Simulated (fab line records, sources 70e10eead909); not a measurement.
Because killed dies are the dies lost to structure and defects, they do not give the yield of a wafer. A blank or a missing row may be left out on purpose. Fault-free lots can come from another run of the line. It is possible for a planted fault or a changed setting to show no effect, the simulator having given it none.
Which tool is to blame? ; flow nand harc ; Sampling: 6 lots, 18 wafers, 5 of 1302 route steps

== WHAT THE GAUGES READ, wafer by wafer ==
NHARC_END_SORT_01.
lot;measured;on;killed at other
L855;day 26 08:45;prober-01;0 0 1
L857;day 26 20:06;prober-02;0 1 0
L858;day 27 14:20;prober-02;0 0 0
L868;day 30 22:49;prober-02;0 0 0
L872;day 32 18:22;prober-01;0 0 1
L874;day 34 01:43;prober-01;1 0 1

== WHICH TOOL RAN EACH LOT (tool, then ch and the chambers of the sampled wafers, then the start) ==
lot;NHARC_A_CONTACT_ETCH_120;NHARC_A_CONTACT_DEP_57;NHARC_A_CONTACT_SOFTBAKE_64;NHARC_A_CONTACT_ETCH_75
L855;har cap etch-01 ch 1, day 22 14:34;acl dep-02 ch 0, day 22 17:44;litho track-01 ch 0, day 22 21:00;rie diel-11 ch 0,1,2, day 22 21:59
L857;har cap etch-01 ch 0,1, day 23 17:06;acl dep-02 ch 0, day 23 21:06;litho track-01 ch 0, day 24 00:00;rie diel-02 ch 0,3, day 24 01:26
L858;har cap etch-02 ch 0,1, day 24 18:20;acl dep-03 ch 0, day 24 21:29;litho track-01 ch 0, day 25 01:00;rie diel-11 ch 0,1,2, day 25 01:46
L868;har cap etch-03 ch 0,1, day 28 04:23;acl dep-01 ch 0, day 28 07:03;litho track-01 ch 0, day 28 10:00;rie diel-11 ch 0,1,3, day 28 11:10
L872;har cap etch-03 ch 1, day 29 16:57;acl dep-01 ch 0, day 29 19:44;litho track-01 ch 0, day 29 23:00;rie diel-11 ch 0,2, day 30 00:00
L874;har cap etch-03 ch 0,1, day 30 12:21;acl dep-01 ch 0, day 30 15:02;litho track-01 ch 0, day 30 18:00;rie diel-11 ch 0,2,3, day 30 19:16
- NHARC_A_CONTACT_ETCH_120: etches the open film in C4F8/O2/Ar, time 190 s, target depth 1850 nm.
- NHARC_A_CONTACT_DEP_57: deposits aC, target thk 5300 nm.
- NHARC_A_CONTACT_SOFTBAKE_64: time 55 s.
- NHARC_A_CONTACT_ETCH_75: etches the open film in CF4, target depth 39 nm, time 65 s.

== THE ANSWER, worked out from the rows above alone ==
Rule: the lots themselves supply what counts as usual. Put in order of their means at a reading, lots are off if they are a third of the lots or fewer, leave a main group of 4 or more, and stand apart from it by a gap of 3 or more times the standard deviation of the main group's means; of several such gaps the widest counts. A main group whose means are all the same, to the digits that the tables above print for the reading, isn't used. A lot without any number at a reading at which 4 lots or more have one is off too. The other lots that the step has rows for count as sound.
None of the lots is off at any reading shown; this tells nothing.

== WHAT THE SIMULATOR HAD INSERTED ==
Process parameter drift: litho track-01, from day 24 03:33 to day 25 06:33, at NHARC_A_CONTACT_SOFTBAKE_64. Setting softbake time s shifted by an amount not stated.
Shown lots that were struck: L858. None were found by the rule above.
